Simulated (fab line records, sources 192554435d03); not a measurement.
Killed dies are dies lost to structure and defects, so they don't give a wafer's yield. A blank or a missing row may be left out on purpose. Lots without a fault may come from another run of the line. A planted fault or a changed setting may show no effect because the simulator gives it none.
Split-lot experiment | flow n5_finfet | 7 lots, 39 wafers read, on a route of 1938 steps

THE SPLIT
At N5_PASSIVATION_ETCH_54 (etches SiO2 in CHF3/O2, target depth 880 nm, time 440 s), the setting target_depth_a was moved away from the recipe's 8800 angstrom on 15 of the 39 wafers read, by -39.7% to +43.5%. The other wafers ran this setting at the recipe's value.

The reading is taken at the split's own step.

THE READING
PASSIVATION.feature_depth_nm (the simulator's own value, which no gauge read), in nm, at N5_PASSIVATION_ETCH_54 (etches SiO2 in CHF3/O2, target depth 880 nm, time 440 s). The file gives no usual value for it. The 24 wafers here that ran the recipe average 878.8 nm, standard deviation 19 nm.

wafer  | tool, chamber at the split | target_depth_a as run, angstrom | against the recipe | PASSIVATION.feature_depth_nm, nm | against lot-mates on the recipe
L083.1 | rie_diel-05, 3             | 8800                            | recipe             | 904.6                            | -
L083.2 | rie_diel-05, 1             | 12630                           | +43.5%             | 1297                             | +419.5
L083.3 | rie_diel-05, 0             | 12630                           | +43.5%             | 1263                             | +385.5
L083.4 | rie_diel-05, 2             | 8800                            | recipe             | 863.6                            | -
L083.5 | rie_diel-05, 2             | 8800                            | recipe             | 864.4                            | -
L083.6 | rie_diel-05, 3             | 12630                           | +43.5%             | 1302                             | +424.5
L086.1 | rie_diel-05, 1             | 8800                            | recipe             | 892.8                            | -
L086.2 | rie_diel-05, 2             | 8800                            | recipe             | 848                              | -
L086.3 | rie_diel-05, 0             | 8800                            | recipe             | 869                              | -
L086.4 | rie_diel-05, 3             | 8800                            | recipe             | 902.6                            | -
L086.5 | rie_diel-05, 3             | 8800                            | recipe             | 895.6                            | -
L086.6 | rie_diel-05, 0             | 8800                            | recipe             | 875.2                            | -
L082.3 | rie_diel-06, 1             | 8800                            | recipe             | 867.8                            | -
L082.5 | rie_diel-06, 0             | 8800                            | recipe             | 903.6                            | -
L082.6 | rie_diel-06, 1             | 8800                            | recipe             | 869.4                            | -
L088.1 | rie_diel-05, 0             | 10370                           | +17.8%             | 1030                             | +149.1
L088.2 | rie_diel-05, 1             | 8800                            | recipe             | 889                              | -
L088.3 | rie_diel-05, 3             | 8800                            | recipe             | 901.4                            | -
L088.4 | rie_diel-05, 2             | 8800                            | recipe             | 852.2                            | -
L088.5 | rie_diel-05, 0             | 10370                           | +17.8%             | 1032                             | +151.1
L088.6 | rie_diel-05, 3             | 10370                           | +17.8%             | 1061                             | +180.1
L092.1 | rie_diel-06, 1             | 8800                            | recipe             | 892.6                            | -
L092.2 | rie_diel-06, 0             | 8800                            | recipe             | 920.8                            | -
L092.3 | rie_diel-06, 3             | 12160                           | +38.2%             | 1200                             | +305.5
L092.4 | rie_diel-06, 2             | 12160                           | +38.2%             | 1259                             | +364.5
L092.5 | rie_diel-06, 2             | 12160                           | +38.2%             | 1256                             | +361.5
L092.6 | rie_diel-06, 3             | 8800                            | recipe             | 870                              | -
L093.1 | rie_diel-01, 3             | 8800                            | recipe             | 860                              | -
L093.2 | rie_diel-01, 0             | 5303                            | -39.7%             | 528.2                            | -336.3
L093.3 | rie_diel-01, 1             | 5303                            | -39.7%             | 526.6                            | -337.9
L093.4 | rie_diel-01, 2             | 5303                            | -39.7%             | 534.8                            | -329.7
L093.5 | rie_diel-01, 3             | 8800                            | recipe             | 859.8                            | -
L093.6 | rie_diel-01, 0             | 8800                            | recipe             | 873.8                            | -
L097.1 | rie_diel-01, 0             | 8800                            | recipe             | 866                              | -
L097.2 | rie_diel-01, 1             | 6996                            | -20.5%             | 694.2                            | -177.1
L097.3 | rie_diel-01, 2             | 8800                            | recipe             | 883                              | -
L097.4 | rie_diel-01, 3             | 8800                            | recipe             | 865                              | -
L097.5 | rie_diel-01, 2             | 6996                            | -20.5%             | 694.2                            | -177.1
L097.6 | rie_diel-01, 1             | 6996                            | -20.5%             | 694.2                            | -177.1

THE FIT
A straight line over all 39 wafers: PASSIVATION.feature_depth_nm changes by +9.16 nm for each +1% of target_depth_a; r = +1.00; the points scatter about the line by 19 nm.
The same after taking each lot's own level away (the mean of its wafers on the recipe; 39 wafers): +8.92 nm for each +1%; r = +1.00; scatter 19 nm.
On that fit, the largest move of target_depth_a shifts the reading by 3.9e+02 nm.
The lots' own levels span 864.53 to 894.47 nm, that is 1.6 times the standard deviation above.
So the lot-to-lot level changes the slope little: the two slopes agree.
Check: with one of the wafers moved furthest among these (+43.5%) left out of the fit, the line predicts +388 nm for it against its lot-mates. It came out at +419 nm against them.

OTHER SPLITS ON THESE WAFERS
These wafers also went through other splits before the reading. Each is held against what the fit with the lots' levels taken away leaves over:
other split on the same wafers       | wafers away from the commonest value | r with PASSIVATION.feature_depth_nm (lot level and that fit taken away)
N5_DUMMY_GATE_ETCH_31 target_depth_a | 15                                   | +0.12
N5_GATE_CUT_ALD_22 ald_cycles        | 15                                   | +0.18
N5_BEOL_M4_DESCUM_16 time_s          | 18                                   | -0.03
N5_BEOL_M9_DEP_56 target_thk_a       | 12                                   | +0.37
N5_BEOL_M15_SPUTTER_43 time_s        | 15                                   | +0.19

THE WHOLE CHAIN: every reading that the file lists as answering this split, in the file's order
step                   | what it does                                            | reading                                                                       | change (the file's fit)              | r (the file's)
N5_PASSIVATION_ETCH_54 | etches SiO2 in CHF3/O2, target depth 880 nm, time 440 s | etch.depth_nm (the simulator's own value, which no gauge read)                | +8.95 nm for each +1% of the setting | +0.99
N5_PASSIVATION_ETCH_54 | etches SiO2 in CHF3/O2, target depth 880 nm, time 440 s | PASSIVATION.feature_depth_nm (the simulator's own value, which no gauge read) | +8.95 nm for each +1% of the setting | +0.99

THE FILE'S OWN FIT
PASSIVATION.feature_depth_nm changes by +8.95 nm for each +1% of target_depth_a, r = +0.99.
